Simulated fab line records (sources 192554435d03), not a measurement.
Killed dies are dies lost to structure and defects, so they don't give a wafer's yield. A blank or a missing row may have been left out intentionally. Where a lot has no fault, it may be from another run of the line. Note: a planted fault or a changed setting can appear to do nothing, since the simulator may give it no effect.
fab line records :: flow n5Finfet :: part 2 of 2: steps 20 to 28 of 28
record:
  lots: 5
  wafers: 15
  lastDay: 17
route steps=1938 shown MOL_CONTACT_COAG@520
lots with no fault: from the same line, run without faults
startH: hours from the record's opening day to when the first of the lot's shown wafers began :: waitH: hours since the lot's step before :: " same as the row above :: L1.1+2: several wafers, shown together as one row :: - no value, or no start given :: * or withheld: withheld :: < > ~ a bound
route shown NAME@n: a module of which the file shows steps, and the number in the route of the first :: usual: mean/standard deviation of fault-free wafers :: same: alike in all rows :: chamber/n: place in a boat :: sites: per-site readings :: _std_site: their standard deviation :: _edge_site: mean of outer sites minus mean of inner sites :: radiusMm: how far each site lies from the wafer's centre :: mask NAME#n: copy n :: behind: the last tool/chamber to shape the wafer :: hold: why the lot went on hold/how many hours it stayed there/how the hold came to an end :: device: the n, p or np transistor that did not switch :: end of line: the tests these same wafers got at the end of their route :: a step given without rows: its recipe and nothing more :: killed: not the wafer's yield, but the dies lost to structure and defects at the first sort :: map: a wafer's dies, marking killed ones x, the rest . and places with no die _
set.NAME: setting as actually run; set.NAME@STEP: the setting as run at that earlier step :: model.NAME: the simulator's own value behind a step, which no gauge read
lots at some steps of the route; a table a step, a row a wafer
services: when a tool's chamber went out of use (startH, in hours from the record's first day, below 0 if earlier), for how many hours, and the reason
== steps ==
step: N5_MOL_CONTACT_COAG_STRIP_98
recipe:
  chemistry: N2/H2
  powerW: 500
  tempC: 40
  pressureMtorr: 50
  rfFrequencyHz: 6e+07
  overashFraction: 0.3
  biasPowerW: 8
  h2Frac: 0.5
  n2FlowSccm: 300
  h2FlowSccm: 300
usual:
  drypumpMotorCurrentA: 6.0/0.39
  oesProductAu: 0.79/0.1
  rfVppV: 54.2/1.6
  showerheadPlenumPTorr: 3.36/0.081
  throttleValvePct: 19.0/0.32
lot.wafer: L075.1
tool: rieDiel-03
chamber: 3
startH: 92.99
waitH: 0.0
drypumpMotorCurrentA: 6.4
oesProductAu: 0.84
rfHoursCounterH: 75
rfVppV: 54.9
showerheadPlenumPTorr: 3.40
throttleValvePct: 18.7

lot.wafer: L075.4
tool: rieDiel-03
chamber: 1
startH: 92.99
waitH: 0.0
drypumpMotorCurrentA: 6.5
oesProductAu: 0.67
rfHoursCounterH: 238
rfVppV: 54.5
showerheadPlenumPTorr: 3.32
throttleValvePct: 19.3

lot.wafer: L075.5
tool: rieDiel-03
chamber: 0
startH: 92.99
waitH: 0.0
drypumpMotorCurrentA: 5.8
oesProductAu: 0.90
rfHoursCounterH: -
rfVppV: 52.6
showerheadPlenumPTorr: 3.42
throttleValvePct: 19.3

lot.wafer: L077.1
tool: rieDiel-05
chamber: 1
startH: 107.22
waitH: 0.0
drypumpMotorCurrentA: 6.3
oesProductAu: 0.69
rfHoursCounterH: 226
rfVppV: 53.3
showerheadPlenumPTorr: 3.32
throttleValvePct: 19.2

lot.wafer: L077.4
tool: rieDiel-05
chamber: 0
startH: 107.22
waitH: 0.0
drypumpMotorCurrentA: 6.0
oesProductAu: 0.88
rfHoursCounterH: 47
rfVppV: 54.8
showerheadPlenumPTorr: 3.28
throttleValvePct: 19.0

lot.wafer: L077.6
tool: rieDiel-05
chamber: 0
startH: 107.22
waitH: 0.0
drypumpMotorCurrentA: 6.1
oesProductAu: 0.88
rfHoursCounterH: -
rfVppV: 52.9
showerheadPlenumPTorr: 3.28
throttleValvePct: 19.0

lot.wafer: L088.2
tool: rieDiel-03
chamber: 1
startH: 172.48
waitH: 0.0
drypumpMotorCurrentA: 6.5
oesProductAu: 0.95
rfHoursCounterH: 8
rfVppV: 52.8
showerheadPlenumPTorr: 3.31
throttleValvePct: 18.9

lot.wafer: L088.4
tool: rieDiel-03
chamber: 3
startH: 172.48
waitH: 0.0
drypumpMotorCurrentA: 6.3
oesProductAu: 0.80
rfHoursCounterH: 104
rfVppV: 53.5
showerheadPlenumPTorr: 3.39
throttleValvePct: 18.7

lot.wafer: L088.6
tool: rieDiel-03
chamber: 2
startH: 172.48
waitH: 0.0
drypumpMotorCurrentA: 5.5
oesProductAu: 0.68
rfHoursCounterH: -
rfVppV: 56.2
showerheadPlenumPTorr: 3.45
throttleValvePct: 19.5

lot.wafer: L091.1
tool: rieDiel-04
chamber: 0
startH: 192.96
waitH: 0.0
drypumpMotorCurrentA: 5.4
oesProductAu: 1.00
rfHoursCounterH: 1
rfVppV: 55.5
showerheadPlenumPTorr: 3.45
throttleValvePct: 18.6

lot.wafer: L091.4
tool: rieDiel-04
chamber: 2
startH: 192.96
waitH: 0.0
drypumpMotorCurrentA: 5.3
oesProductAu: 0.96
rfHoursCounterH: -
rfVppV: 55.2
showerheadPlenumPTorr: 3.29
throttleValvePct: 18.4

lot.wafer: L091.6
tool: rieDiel-04
chamber: 0
startH: 192.96
waitH: 0.0
drypumpMotorCurrentA: 5.5
oesProductAu: 1.01
rfHoursCounterH: -
rfVppV: 55.1
showerheadPlenumPTorr: 3.45
throttleValvePct: 18.6

lot.wafer: L095.2
tool: rieDiel-05
chamber: 0
startH: 212.99
waitH: 0.0
drypumpMotorCurrentA: 6.1
oesProductAu: 0.82
rfHoursCounterH: 86
rfVppV: 54.5
showerheadPlenumPTorr: 3.26
throttleValvePct: 19.1

lot.wafer: L095.4
tool: rieDiel-05
chamber: 0
startH: 212.99
waitH: 0.0
drypumpMotorCurrentA: 6.1
oesProductAu: 0.83
rfHoursCounterH: -
rfVppV: 53.0
showerheadPlenumPTorr: 3.26
throttleValvePct: 19.1

lot.wafer: L095.6
tool: rieDiel-05
chamber: 1
startH: 212.99
waitH: 0.0
drypumpMotorCurrentA: 6.2
oesProductAu: 0.93
rfHoursCounterH: -
rfVppV: 53.5
showerheadPlenumPTorr: 3.30
throttleValvePct: 18.8
step: N5_MOL_CONTACT_COAG_CD_MEAS_99
recipe:
  targetCdNm: 17.2
  polarity: opening
usual:
  cdNm: 17.2/0.31
lot.wafer: L075.1
tool: cdSem-01
chamber: -
startH: 93.06
waitH: -
cdNm: 17.5

lot.wafer: L075.4
tool: cdSem-01
chamber: -
startH: 93.06
waitH: -
cdNm: 17.7

lot.wafer: L075.5
tool: cdSem-01
chamber: -
startH: 93.06
waitH: -
cdNm: 17.8

lot.wafer: L077.1
tool: cdSem-01
chamber: -
startH: 107.30
waitH: -
cdNm: 17.2

lot.wafer: L077.4
tool: cdSem-01
chamber: -
startH: 107.30
waitH: -
cdNm: 17.6

lot.wafer: L077.6
tool: cdSem-01
chamber: -
startH: 107.30
waitH: -
cdNm: 17.2

lot.wafer: L088.2
tool: cdSem-02
chamber: -
startH: 172.55
waitH: -
cdNm: 16.9

lot.wafer: L088.4
tool: cdSem-02
chamber: -
startH: 172.55
waitH: -
cdNm: 17.2

lot.wafer: L088.6
tool: cdSem-02
chamber: -
startH: 172.55
waitH: -
cdNm: 17.5

lot.wafer: L091.1
tool: cdSem-01
chamber: -
startH: 193.03
waitH: -
cdNm: 17.4

lot.wafer: L091.4
tool: cdSem-01
chamber: -
startH: 193.03
waitH: -
cdNm: 16.8

lot.wafer: L091.6
tool: cdSem-01
chamber: -
startH: 193.03
waitH: -
cdNm: 17.5

lot.wafer: L095.2
tool: cdSem-02
chamber: -
startH: 213.06
waitH: -
cdNm: 17.1

lot.wafer: L095.4
tool: cdSem-02
chamber: -
startH: 213.06
waitH: -
cdNm: 17.4

lot.wafer: L095.6
tool: cdSem-02
chamber: -
startH: 213.06
waitH: -
cdNm: 17.4
step: N5_MOL_CONTACT_COAG_IMPLANT_129
recipe:
  species: Ge
  energyKev: 3
  doseCm2: 6e+14
  tiltDeg: 0
  rotationDeg: 0
usual:
  doseIonsCm2: 6.001e+14/7e+11
lot.wafer: L075.1
tool: implanter-01
chamber: 0
startH: 93.09
waitH: 0.0
doseIonsCm2: 6.001e+14

lot.wafer: L075.4
tool: implanter-01
chamber: 0
startH: 93.09
waitH: 0.0
doseIonsCm2: 5.998e+14

lot.wafer: L075.5
tool: implanter-01
chamber: 0
startH: 93.09
waitH: 0.0
doseIonsCm2: 6.003e+14

lot.wafer: L077.1
tool: implanter-02
chamber: 0
startH: 107.33
waitH: 0.0
doseIonsCm2: 6e+14

lot.wafer: L077.4
tool: implanter-02
chamber: 0
startH: 107.33
waitH: 0.0
doseIonsCm2: 6.011e+14

lot.wafer: L077.6
tool: implanter-02
chamber: 0
startH: 107.33
waitH: 0.0
doseIonsCm2: 5.997e+14

lot.wafer: L088.2
tool: implanter-01
chamber: 0
startH: 172.61
waitH: 0.1
doseIonsCm2: 6.003e+14

lot.wafer: L088.4
tool: implanter-01
chamber: 0
startH: 172.61
waitH: 0.1
doseIonsCm2: 5.994e+14

lot.wafer: L088.6
tool: implanter-01
chamber: 0
startH: 172.61
waitH: 0.1
doseIonsCm2: 6e+14

lot.wafer: L091.1
tool: implanter-02
chamber: 0
startH: 193.06
waitH: 0.0
doseIonsCm2: 6.001e+14

lot.wafer: L091.4
tool: implanter-02
chamber: 0
startH: 193.06
waitH: 0.0
doseIonsCm2: 6.001e+14

lot.wafer: L091.6
tool: implanter-02
chamber: 0
startH: 193.06
waitH: 0.0
doseIonsCm2: 6.004e+14

lot.wafer: L095.2
tool: implanter-02
chamber: 0
startH: 213.13
waitH: 0.1
doseIonsCm2: 5.996e+14

lot.wafer: L095.4
tool: implanter-02
chamber: 0
startH: 213.13
waitH: 0.1
doseIonsCm2: 6.012e+14

lot.wafer: L095.6
tool: implanter-02
chamber: 0
startH: 213.13
waitH: 0.1
doseIonsCm2: 6e+14
step: N5_MOL_CONTACT_COAG_PRECLEAN_111
recipe:
  chemistry: NF3:NH3
  afsCycles: 1
  tempC: 30
  timeS: 20
  sublimationTempC: 180
  sublimationTimeS: 60
  pressureTorr: 3
  rfPowerW: 30
same:
  afsCycles: 1
lot.wafer: L075.1+4+5
tool: remotePlasma-02
chamber: 0
startH: 93.31
waitH: 0.2

lot.wafer: L077.1+4+6
tool: remotePlasma-01
chamber: 1
startH: 107.55
waitH: 0.2

lot.wafer: L088.2+4+6
tool: remotePlasma-01
chamber: 1
startH: 172.83
waitH: 0.2

lot.wafer: L091.1+4+6
tool: remotePlasma-01
chamber: 0
startH: 193.27
waitH: 0.2

lot.wafer: L095.2+4+6
tool: remotePlasma-02
chamber: 1
startH: 213.37
waitH: 0.2
step: N5_MOL_CONTACT_COAG_TI_SIL_19
recipe:
  material: Ti
  targetThkA: 42
  tempC: 200
  chamberPressurePa: 5
  powerW: 5000
  timeS: 15
usual:
  throttleValvePct: 29.6/1.1
lot.wafer: L075.1
tool: pvdSputter-01
chamber: -
startH: 93.53
waitH: 0.2
throttleValvePct: 27.7

lot.wafer: L075.4
tool: pvdSputter-01
chamber: -
startH: 93.53
waitH: 0.2
throttleValvePct: 29.0

lot.wafer: L075.5
tool: pvdSputter-01
chamber: -
startH: 93.53
waitH: 0.2
throttleValvePct: 30.7

lot.wafer: L077.1
tool: pvdSputter-01
chamber: -
startH: 107.90
waitH: 0.3
throttleValvePct: 31.0

lot.wafer: L077.4
tool: pvdSputter-01
chamber: -
startH: 107.90
waitH: 0.3
throttleValvePct: 29.0

lot.wafer: L077.6
tool: pvdSputter-01
chamber: -
startH: 107.90
waitH: 0.3
throttleValvePct: 27.6

lot.wafer: L088.2
tool: pvdSputter-02
chamber: -
startH: 173.28
waitH: 0.4
throttleValvePct: 29.9

lot.wafer: L088.4
tool: pvdSputter-02
chamber: -
startH: 173.28
waitH: 0.4
throttleValvePct: 29.6

lot.wafer: L088.6
tool: pvdSputter-02
chamber: -
startH: 173.28
waitH: 0.4
throttleValvePct: 30.0

lot.wafer: L091.1
tool: pvdSputter-03
chamber: -
startH: 193.53
waitH: 0.2
throttleValvePct: 29.0

lot.wafer: L091.4
tool: pvdSputter-03
chamber: -
startH: 193.53
waitH: 0.2
throttleValvePct: 30.8

lot.wafer: L091.6
tool: pvdSputter-03
chamber: -
startH: 193.53
waitH: 0.2
throttleValvePct: 29.0

lot.wafer: L095.2
tool: pvdSputter-01
chamber: -
startH: 213.76
waitH: 0.4
throttleValvePct: 27.7

lot.wafer: L095.4
tool: pvdSputter-01
chamber: -
startH: 213.76
waitH: 0.4
throttleValvePct: 29.2

lot.wafer: L095.6
tool: pvdSputter-01
chamber: -
startH: 213.76
waitH: 0.4
throttleValvePct: 27.8
step: N5_MOL_CONTACT_COAG_ALD_20
recipe:
  material: TiN
  targetThkA: 15
  tempC: 400
  aldPrecursorFamily: TiCl4
  aldCoReactant: NH3
  pulseTimeS: 1
  purgeTimeS: 3
  coReactantPurgeTimeS: 2
  coReactantPulseTimeS: 2
  aldCycles: 68
  pressureTorr: 3
usual:
  heaterPowerW: 886/63
  precursorPulseHeightRel: 0.999/0.019
lot.wafer: L075.1
tool: aldMetal-04
chamber: 0
startH: 93.65
waitH: 0.1
heaterPowerW: 916
precursorPulseHeightRel: 1.046

lot.wafer: L075.4
tool: aldMetal-04
chamber: 3
startH: 93.65
waitH: 0.1
heaterPowerW: 817
precursorPulseHeightRel: 1.012

lot.wafer: L075.5
tool: aldMetal-04
chamber: 0
startH: 93.65
waitH: 0.1
heaterPowerW: 912
precursorPulseHeightRel: 0.995

lot.wafer: L077.1
tool: aldMetal-04
chamber: 0
startH: 108.02
waitH: 0.1
heaterPowerW: 900
precursorPulseHeightRel: 1.003

lot.wafer: L077.4
tool: aldMetal-04
chamber: 3
startH: 108.02
waitH: 0.1
heaterPowerW: 814
precursorPulseHeightRel: 1.007

lot.wafer: L077.6
tool: aldMetal-04
chamber: 1
startH: 108.02
waitH: 0.1
heaterPowerW: 936
precursorPulseHeightRel: 0.977

lot.wafer: L088.2
tool: aldMetal-04
chamber: 2
startH: 173.40
waitH: 0.1
heaterPowerW: 816
precursorPulseHeightRel: 0.971

lot.wafer: L088.4
tool: aldMetal-04
chamber: 0
startH: 173.40
waitH: 0.1
heaterPowerW: 919
precursorPulseHeightRel: 1.030

lot.wafer: L088.6
tool: aldMetal-04
chamber: 3
startH: 173.40
waitH: 0.1
heaterPowerW: 807
precursorPulseHeightRel: 0.971

lot.wafer: L091.1
tool: aldMetal-01
chamber: 0
startH: 193.65
waitH: 0.1
heaterPowerW: 883
precursorPulseHeightRel: 1.022

lot.wafer: L091.4
tool: aldMetal-01
chamber: 2
startH: 193.65
waitH: 0.1
heaterPowerW: 919
precursorPulseHeightRel: 1.016

lot.wafer: L091.6
tool: aldMetal-01
chamber: 0
startH: 193.65
waitH: 0.1
heaterPowerW: 892
precursorPulseHeightRel: 1.016

lot.wafer: L095.2
tool: aldMetal-04
chamber: 0
startH: 213.88
waitH: 0.1
heaterPowerW: 899
precursorPulseHeightRel: 0.985

lot.wafer: L095.4
tool: aldMetal-04
chamber: 2
startH: 213.88
waitH: 0.1
heaterPowerW: 807
precursorPulseHeightRel: 0.977

lot.wafer: L095.6
tool: aldMetal-04
chamber: 3
startH: 213.88
waitH: 0.1
heaterPowerW: 808
precursorPulseHeightRel: 0.998
step: N5_MOL_CONTACT_COAG_SIL_ANNEAL_21
recipe:
  tempC: 550
  timeS: 60
  ambient: N2
usual:
  lampPowerPct: 6.5/0.52
  lamp_zone_3_pct: 6.5/0.52
  lamp_zone_7_pct: 6.8/0.54
  wafer_temp_C_max: 552.1/0.6
lot.wafer: L075.1
tool: rtpAnneal-02
chamber: 0
startH: 94.20
waitH: 0.4
lampPowerPct: 6.9
lamp_zone_3_pct: 6.9
lamp_zone_7_pct: 7.3
wafer_temp_C_max: 552.4

lot.wafer: L075.4
tool: rtpAnneal-02
chamber: 0
startH: 94.20
waitH: 0.4
lampPowerPct: 6.9
lamp_zone_3_pct: 6.9
lamp_zone_7_pct: 7.3
wafer_temp_C_max: 552.2

lot.wafer: L075.5
tool: rtpAnneal-02
chamber: 0
startH: 94.20
waitH: 0.4
lampPowerPct: 6.9
lamp_zone_3_pct: 6.9
lamp_zone_7_pct: 7.3
wafer_temp_C_max: 552.5

lot.wafer: L077.1
tool: rtpAnneal-01
chamber: 0
startH: 108.48
waitH: 0.3
lampPowerPct: 5.9
lamp_zone_3_pct: 5.9
lamp_zone_7_pct: 6.2
wafer_temp_C_max: 551.4

lot.wafer: L077.4
tool: rtpAnneal-01
chamber: 0
startH: 108.48
waitH: 0.3
lampPowerPct: 5.9
lamp_zone_3_pct: 5.9
lamp_zone_7_pct: 6.2
wafer_temp_C_max: 550.9

lot.wafer: L077.6
tool: rtpAnneal-01
chamber: 0
startH: 108.48
waitH: 0.3
lampPowerPct: 5.9
lamp_zone_3_pct: 5.9
lamp_zone_7_pct: 6.2
wafer_temp_C_max: 552.2

lot.wafer: L088.2
tool: rtpAnneal-01
chamber: 0
startH: 173.81
waitH: 0.2
lampPowerPct: 5.9
lamp_zone_3_pct: 5.9
lamp_zone_7_pct: 6.2
wafer_temp_C_max: 552.0

lot.wafer: L088.4
tool: rtpAnneal-01
chamber: 0
startH: 173.81
waitH: 0.2
lampPowerPct: 5.9
lamp_zone_3_pct: 5.9
lamp_zone_7_pct: 6.2
wafer_temp_C_max: 551.6

lot.wafer: L088.6
tool: rtpAnneal-01
chamber: 0
startH: 173.81
waitH: 0.2
lampPowerPct: 5.9
lamp_zone_3_pct: 5.9
lamp_zone_7_pct: 6.2
wafer_temp_C_max: 551.1

lot.wafer: L091.1
tool: rtpAnneal-01
chamber: 0
startH: 194.02
waitH: 0.2
lampPowerPct: 5.9
lamp_zone_3_pct: 5.9
lamp_zone_7_pct: 6.2
wafer_temp_C_max: 551.2

lot.wafer: L091.4
tool: rtpAnneal-01
chamber: 0
startH: 194.02
waitH: 0.2
lampPowerPct: 5.9
lamp_zone_3_pct: 5.9
lamp_zone_7_pct: 6.2
wafer_temp_C_max: 551.3

lot.wafer: L091.6
tool: rtpAnneal-01
chamber: 0
startH: 194.02
waitH: 0.2
lampPowerPct: 5.9
lamp_zone_3_pct: 5.9
lamp_zone_7_pct: 6.2
wafer_temp_C_max: 551.8

lot.wafer: L095.2
tool: rtpAnneal-01
chamber: 0
startH: 214.29
waitH: 0.2
lampPowerPct: 5.9
lamp_zone_3_pct: 5.9
lamp_zone_7_pct: 6.2
wafer_temp_C_max: 551.9

lot.wafer: L095.4
tool: rtpAnneal-01
chamber: 0
startH: 214.29
waitH: 0.2
lampPowerPct: 5.9
lamp_zone_3_pct: 5.9
lamp_zone_7_pct: 6.2
wafer_temp_C_max: 552.0

lot.wafer: L095.6
tool: rtpAnneal-01
chamber: 0
startH: 214.29
waitH: 0.2
lampPowerPct: 5.9
lamp_zone_3_pct: 5.9
lamp_zone_7_pct: 6.2
wafer_temp_C_max: 551.9
step: N5_MOL_CONTACT_COAG_PRE_CLEAN_141
recipe:
  gas: H2/He
  timeS: 60
  tempC: 300
usual:
  heaterPowerW: 462/47
lot.wafer: L075.1
tool: pvdSputter-02
chamber: -
startH: 96.04
waitH: 1.8
heaterPowerW: 413

lot.wafer: L075.4
tool: pvdSputter-02
chamber: -
startH: 96.04
waitH: 1.8
heaterPowerW: 462

lot.wafer: L075.5
tool: pvdSputter-02
chamber: -
startH: 96.04
waitH: 1.8
heaterPowerW: 511

lot.wafer: L077.1
tool: pvdSputter-02
chamber: -
startH: 108.70
waitH: 0.2
heaterPowerW: 460

lot.wafer: L077.4
tool: pvdSputter-02
chamber: -
startH: 108.70
waitH: 0.2
heaterPowerW: 407

lot.wafer: L077.6
tool: pvdSputter-02
chamber: -
startH: 108.70
waitH: 0.2
heaterPowerW: 424

lot.wafer: L088.2
tool: pvdSputter-02
chamber: -
startH: 178.27
waitH: 4.4
heaterPowerW: 461

lot.wafer: L088.4
tool: pvdSputter-02
chamber: -
startH: 178.27
waitH: 4.4
heaterPowerW: 513

lot.wafer: L088.6
tool: pvdSputter-02
chamber: -
startH: 178.27
waitH: 4.4
heaterPowerW: 513

lot.wafer: L091.1
tool: pvdSputter-01
chamber: -
startH: 196.61
waitH: 2.6
heaterPowerW: 481

lot.wafer: L091.4
tool: pvdSputter-01
chamber: -
startH: 196.61
waitH: 2.6
heaterPowerW: 456

lot.wafer: L091.6
tool: pvdSputter-01
chamber: -
startH: 196.61
waitH: 2.6
heaterPowerW: 472

lot.wafer: L095.2
tool: pvdSputter-03
chamber: -
startH: 214.57
waitH: 0.3
heaterPowerW: 552

lot.wafer: L095.4
tool: pvdSputter-03
chamber: -
startH: 214.57
waitH: 0.3
heaterPowerW: 474

lot.wafer: L095.6
tool: pvdSputter-03
chamber: -
startH: 214.57
waitH: 0.3
heaterPowerW: 558
step: N5_MOL_CONTACT_COAG_SPUTTER_143
recipe:
  material: Co
  targetThkA: 25
  tempC: 25
  chamberPressurePa: 0.2
usual:
  throttleValvePct: 29.7/1.1
lot.wafer: L075.1
tool: pvdSputter-02
chamber: -
startH: 96.10
waitH: 0.0
throttleValvePct: 30.1

lot.wafer: L075.4
tool: pvdSputter-02
chamber: -
startH: 96.10
waitH: 0.0
throttleValvePct: 30.9

lot.wafer: L075.5
tool: pvdSputter-02
chamber: -
startH: 96.10
waitH: 0.0
throttleValvePct: 27.7

lot.wafer: L077.1
tool: pvdSputter-02
chamber: -
startH: 108.76
waitH: 0.0
throttleValvePct: 31.0

lot.wafer: L077.4
tool: pvdSputter-02
chamber: -
startH: 108.76
waitH: 0.0
throttleValvePct: 29.9

lot.wafer: L077.6
tool: pvdSputter-02
chamber: -
startH: 108.76
waitH: 0.0
throttleValvePct: 30.0

lot.wafer: L088.2
tool: pvdSputter-02
chamber: -
startH: 178.33
waitH: 0.0
throttleValvePct: 31.1

lot.wafer: L088.4
tool: pvdSputter-02
chamber: -
startH: 178.33
waitH: 0.0
throttleValvePct: 27.4

lot.wafer: L088.6
tool: pvdSputter-02
chamber: -
startH: 178.33
waitH: 0.0
throttleValvePct: 27.5

lot.wafer: L091.1
tool: pvdSputter-01
chamber: -
startH: 196.67
waitH: 0.0
throttleValvePct: 30.0

lot.wafer: L091.4
tool: pvdSputter-01
chamber: -
startH: 196.67
waitH: 0.0
throttleValvePct: 29.2

lot.wafer: L091.6
tool: pvdSputter-01
chamber: -
startH: 196.67
waitH: 0.0
throttleValvePct: 29.1

lot.wafer: L095.2
tool: pvdSputter-03
chamber: -
startH: 214.63
waitH: 0.0
throttleValvePct: 31.0

lot.wafer: L095.4
tool: pvdSputter-03
chamber: -
startH: 214.63
waitH: 0.0
throttleValvePct: 28.9

lot.wafer: L095.6
tool: pvdSputter-03
chamber: -
startH: 214.63
waitH: 0.0
throttleValvePct: 31.1
== services ==
tool: remotePlasma-02
chamber: -
startH: 89.25
hours: 0.1
kind: repair

tool: euvScanner-01
chamber: -
startH: 93.67
hours: 1.0
kind: pm

tool: rieDiel-04
chamber: -
startH: 94.95
hours: 0.9
kind: repair

tool: euvScanner-01
chamber: -
startH: 97.49
hours: 12.0
kind: pm

tool: pvdSputter-03
chamber: -
startH: 102.19
hours: 3.2
kind: repair

tool: implanter-01
chamber: -
startH: 103.34
hours: 4.9
kind: pm

tool: aldMetal-01
chamber: 0
startH: 107.44
hours: 20.9
kind: repair

tool: euvScanner-02
chamber: -
startH: 109.49
hours: 1.0
kind: pm

tool: euvScanner-01
chamber: -
startH: 115.80
hours: 0.2
kind: repair

tool: rieDiel-03
chamber: 1
startH: 123.06
hours: -
kind: clean

tool: euvScanner-02
chamber: -
startH: 141.03
hours: 5.8
kind: pm

tool: implanter-01
chamber: -
startH: 141.08
hours: 0.7
kind: repair

tool: euvScanner-01
chamber: -
startH: 149.82
hours: 1.0
kind: pm

tool: rieDiel-04
chamber: 0
startH: 154.52
hours: 2.4
kind: repair

tool: rieDiel-04
chamber: 0
startH: 161.59
hours: 5.3
kind: repair

tool: euvScanner-02
chamber: -
startH: 162.24
hours: 1.0
kind: pm

tool: rieDiel-03
chamber: 1
startH: 165.50
hours: 5.0
kind: repair

tool: remotePlasma-01
chamber: -
startH: 167.13
hours: 0.1
kind: repair

tool: aldMetal-01
chamber: -
startH: 202.06
hours: 2.8
kind: pm

tool: rieDiel-05
chamber: 3
startH: 202.56
hours: 13.1
kind: repair

tool: euvScanner-01
chamber: -
startH: 209.69
hours: 0.2
kind: repair

tool: euvScanner-01
chamber: -
startH: 210.00
hours: 1.0
kind: pm

tool: implanter-01
chamber: -
startH: 210.25
hours: 0.7
kind: repair

tool: euvScanner-02
chamber: -
startH: 211.03
hours: 4.6
kind: pm
